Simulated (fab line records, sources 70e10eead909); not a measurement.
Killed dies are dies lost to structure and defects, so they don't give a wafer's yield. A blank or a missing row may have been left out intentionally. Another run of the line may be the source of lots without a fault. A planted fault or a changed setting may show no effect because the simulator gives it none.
What tool caused it? | flow nand harc | 12 lots, 36 wafers sampled, at 6 steps of a route of 1302

WHAT EACH GAUGE READ, for each wafer
NHARC_P_GATE_CD_MEAS_26: the cd target is 120 nm. Usual: cd nm 120.1 nm, standard deviation 0.65.
lot  | measured     | on        | cd nm (nm)        | flag
L133 | day 6 01:52  | cd sem-02 | 120.3 119.5 119.9 |
L135 | day 6 11:40  | cd sem-03 | 119.7 119.7 120.2 |
L136 | day 6 14:35  | cd sem-02 | 121.2 120.6 120.9 |
L138 | day 7 12:19  | cd sem-01 | 103.8 103.5 103.1 | OFF
L142 | day 9 02:37  | cd sem-02 | 120.5 120.2 120.2 |
L144 | day 10 02:06 | cd sem-01 | 119.8 120.4 119.5 |
L148 | day 11 16:56 | cd sem-03 | 120.9 119.6 119.3 |
L149 | day 12 04:10 | cd sem-02 | 119.6 119.3 119.3 |
L150 | day 12 16:05 | cd sem-03 | 120.2 121.0 120.4 |
L151 | day 12 23:01 | cd sem-02 | 120.3 119.3 119.2 |
L153 | day 13 17:32 | cd sem-03 | 121.4 120.5 120.7 |
L154 | day 14 06:09 | cd sem-02 | 119.1 119.1 119.8 |

NHARC_END_SORT_01. Usual: killed at array 55, standard deviation 23; killed at other 1.0, standard deviation 1.2; killed at periphery 3.2, standard deviation 2.7; killed dies 59, standard deviation 23; killed open 3.1, standard deviation 1.6; killed short 2.2, standard deviation 1.5.
lot  | measured     | on        | killed at array | killed at other | killed at periphery | killed dies | killed open | killed short | flag
L138 | day 26 06:03 | prober-01 | 83 93 58        | 1 2 2           | 28 68 74            | 112 163 134 | 2 2 4       | 5 9 3        | OFF

TOOL THAT RAN EACH LOT (tool first, then ch and the chambers of the sampled wafers, then the start)
lot  | NHARC_P_STI_ETCH_31                           | NHARC_P_GATE_EXPOSE_23             | NHARC_P_GATE_ETCH_32             | NHARC_P_GATE_ALD_36
L133 | rie diel-03 ch 1,3, day 6 01:44 or earlier    | arfi scanner-02 ch 0, day 6 01:44  | rie si-02 ch 0,1, day 6 02:32    | ald sin-04 ch 0,1,3, day 6 03:19
L135 | rie diel-06 ch 0,1,3, day 6 11:31 or earlier  | arfi scanner-01 ch 0, day 6 11:31  | rie si-06 ch 0,1, day 6 12:18    | ald sin-03 ch 0,1,3, day 6 16:13
L136 | rie diel-06 ch 0,2, day 6 14:27 or earlier    | arfi scanner-02 ch 0, day 6 14:27  | rie si-01 ch 0,2, day 6 15:16    | ald sin-01 ch 0,2,3, day 6 18:51
L138 | rie diel-06 ch 1,2,3, day 7 12:10 or earlier  | arfi scanner-02 ch 0, day 7 12:10  | rie si-02 ch 1,2, day 7 12:57    | ald sin-03 ch 0,1,3, day 7 15:52
L142 | rie diel-03 ch 0,1, day 9 02:29 or earlier    | arfi scanner-01 ch 0, day 9 02:29  | rie si-06 ch 2,3, day 9 03:16    | ald sin-01 ch 0,1,2, day 9 05:08
L144 | rie diel-12 ch 0,2,3, day 10 01:58 or earlier | arfi scanner-03 ch 0, day 10 01:58 | rie si-01 ch 1,2,3, day 10 02:47 | ald sin-03 ch 0,1,3, day 10 06:40
L148 | rie diel-06 ch 1,2,3, day 11 16:48 or earlier | arfi scanner-01 ch 0, day 11 16:48 | rie si-02 ch 0,2, day 11 17:37   | ald sin-01 ch 0,1,2, day 11 18:25
L149 | rie diel-12 ch 0,1, day 12 04:02 or earlier   | arfi scanner-01 ch 0, day 12 04:02 | rie si-06 ch 1,2,3, day 12 04:51 | ald sin-04 ch 0,1,3, day 12 07:43
L150 | rie diel-06 ch 0,1,3, day 12 15:56 or earlier | arfi scanner-03 ch 0, day 12 15:56 | rie si-01 ch 0,1,3, day 12 16:44 | ald sin-03 ch 0,1,3, day 12 17:31
L151 | rie diel-12 ch 0,1,2, day 12 22:53 or earlier | arfi scanner-03 ch 0, day 12 22:53 | rie si-06 ch 1,3, day 12 23:40   | ald sin-01 ch 2,3, day 13 00:28
L153 | rie diel-03 ch 0,3, day 13 17:24 or earlier   | arfi scanner-02 ch 0, day 13 17:24 | rie si-06 ch 0,2,3, day 13 18:11 | ald sin-03 ch 0,1,2, day 13 18:58
L154 | rie diel-06 ch 1,2, day 14 06:01 or earlier   | arfi scanner-02 ch 0, day 14 06:01 | rie si-02 ch 0,2,3, day 14 06:49 | ald sin-01 ch 0,2,3, day 14 09:43
- NHARC_P_STI_ETCH_31: etches the open film in CF4/CHF3, target depth 108.9 nm, time 54.5 s.
- NHARC_P_GATE_EXPOSE_23: exposes mask P GATE, target cd 120 nm.
- NHARC_P_GATE_ETCH_32: etches the open film in HBr/Cl2, target depth 150 nm, time 100.1 s.
- NHARC_P_GATE_ALD_36: deposits SiNx, target thk 20 nm, pulse time 60 s, ald cycles 223.

WHAT THE TOOLS THEMSELVES READ (means of the sampled wafers that have a number; where no wafer has one, the mark that the record gives instead)
NHARC_P_STI_ETCH_31. Usual: chf3 flow sccm 30.00 sccm, standard deviation 0.094; drypump motor current A 5.4 A, standard deviation 0.52; oes product au 0.967 a.u., standard deviation 0.017; rf vpp V 371.1 V, standard deviation 2.1; showerhead plenum p Torr 1.59 Torr, standard deviation 0.058; throttle valve pct 16.802 %, standard deviation 0.0096.
lot  | tool        | chf3 flow sccm (sccm) | drypump motor current A (A) | oes product au (a.u.) | rf vpp V (V) | showerhead plenum p Torr (Torr) | throttle valve pct (%) | flag
L133 | rie diel-03 | 29.97                 | 4.9                         | 0.966                 | 369.3        | 1.55                            | 16.796                 |
L135 | rie diel-06 | 30.03                 | 5.7                         | 0.978                 | 372.3        | 1.65                            | 16.791                 |
L136 | rie diel-06 | 30.01                 | 5.2                         | 0.928                 | 369.3        | 1.53                            | 16.807                 |
L138 | rie diel-06 | 30.04                 | 5.5                         | 0.987                 | 372.0        | 1.61                            | 16.799                 |
L142 | rie diel-03 | 29.89                 | 5.2                         | 0.959                 | 369.4        | 1.54                            | 16.798                 |
L144 | rie diel-12 | 29.99                 | 5.1                         | 0.969                 | 371.1        | 1.59                            | 16.800                 |
L148 | rie diel-06 | 30.07                 | 5.5                         | 0.978                 | 371.6        | 1.60                            | 16.803                 |
L149 | rie diel-12 | 30.07                 | 5.7                         | 0.978                 | 371.5        | 1.60                            | 16.795                 |
L150 | rie diel-06 | 30.00                 | 5.6                         | 0.969                 | 373.0        | 1.65                            | 16.804                 |
L151 | rie diel-12 | 30.01                 | 5.5                         | 0.973                 | 371.8        | 1.58                            | 16.804                 |
L153 | rie diel-03 | 30.04                 | 5.1                         | 0.963                 | 370.3        | 1.58                            | 16.794                 |
L154 | rie diel-06 | 29.93                 | 5.4                         | 0.924                 | 371.5        | 1.61                            | 16.817                 |

NHARC_P_GATE_ETCH_32. Usual: drypump motor current A 6.0 A, standard deviation 0.42; oes product au 1.002 a.u., standard deviation 0.0089; throttle valve pct 26.404 %, standard deviation 0.0099.
lot  | tool      | drypump motor current A (A) | oes product au (a.u.) | throttle valve pct (%) | flag
L133 | rie si-02 | 5.5                         | 0.994                 | 26.408                 |
L135 | rie si-06 | 6.4                         | 1.019                 | 26.408                 |
L136 | rie si-01 | 6.2                         | 1.005                 | 26.398                 |
L138 | rie si-02 | 6.2                         | 1.001                 | 26.407                 |
L142 | rie si-06 | 5.8                         | 0.998                 | 26.390                 |
L144 | rie si-01 | 6.1                         | 0.992                 | 26.404                 |
L148 | rie si-02 | 5.5                         | 0.998                 | 26.399                 |
L149 | rie si-06 | 5.9                         | 1.002                 | 26.411                 |
L150 | rie si-01 | 6.3                         | 0.996                 | 26.410                 |
L151 | rie si-06 | 5.9                         | 1.004                 | 26.400                 |
L153 | rie si-06 | 6.0                         | 0.988                 | 26.401                 |
L154 | rie si-02 | 5.7                         | 0.995                 | 26.400                 |

NHARC_P_GATE_ALD_36. Usual: heater power w 860 W, standard deviation 110; precursor pulse height rel 1.000, standard deviation 0.019.
lot  | tool       | heater power w (W) | precursor pulse height rel | flag
L133 | ald sin-04 | 906                | 1.003                      |
L135 | ald sin-03 | 807                | 0.999                      |
L136 | ald sin-01 | 804                | 0.990                      |
L138 | ald sin-03 | 802                | 1.012                      |
L142 | ald sin-01 | 799                | 0.990                      |
L144 | ald sin-03 | 808                | 0.990                      |
L148 | ald sin-01 | 760                | 1.019                      |
L149 | ald sin-04 | 930                | 0.985                      |
L150 | ald sin-03 | 800                | 1.019                      |
L151 | ald sin-01 | 837                | 1.016                      |
L153 | ald sin-03 | 867                | 1.017                      |
L154 | ald sin-01 | 811                | 0.987                      |

THE ANSWER, worked out from the rows above alone
Rule: a lot is off if the mean of its wafers that have a number lies more than 3 standard deviations from the usual mean. A lot without any number at a reading at which 4 lots or more have one is off too. Where the step has rows for the other lots, those lots are counted as sound. The gauges are gone through in route order, then the tools' own readings, and for those a lot's mean is taken as printed above. The first step at which some lot is off is used, and at that step the reading that is off furthest; a lot without a number counts as furthest.
Off at NHARC_P_GATE_CD_MEAS_26 (cd nm): L138.
If a tool, at a process step before that reading, ran all the lots that are off and no sound lot after the first of them, it fits. Not tried: the gauges at NHARC_P_GATE_CD_MEAS_26; whatever is off there is also off at NHARC_END_SORT_01, on other tools, and gauge error can't account for it. With no start given for some of its lots, NHARC_P_STI_ETCH_31 uses the hours and lot order of NHARC_P_GATE_EXPOSE_23. Of those tried, none fits.

WHAT THE SIMULATOR PUT IN
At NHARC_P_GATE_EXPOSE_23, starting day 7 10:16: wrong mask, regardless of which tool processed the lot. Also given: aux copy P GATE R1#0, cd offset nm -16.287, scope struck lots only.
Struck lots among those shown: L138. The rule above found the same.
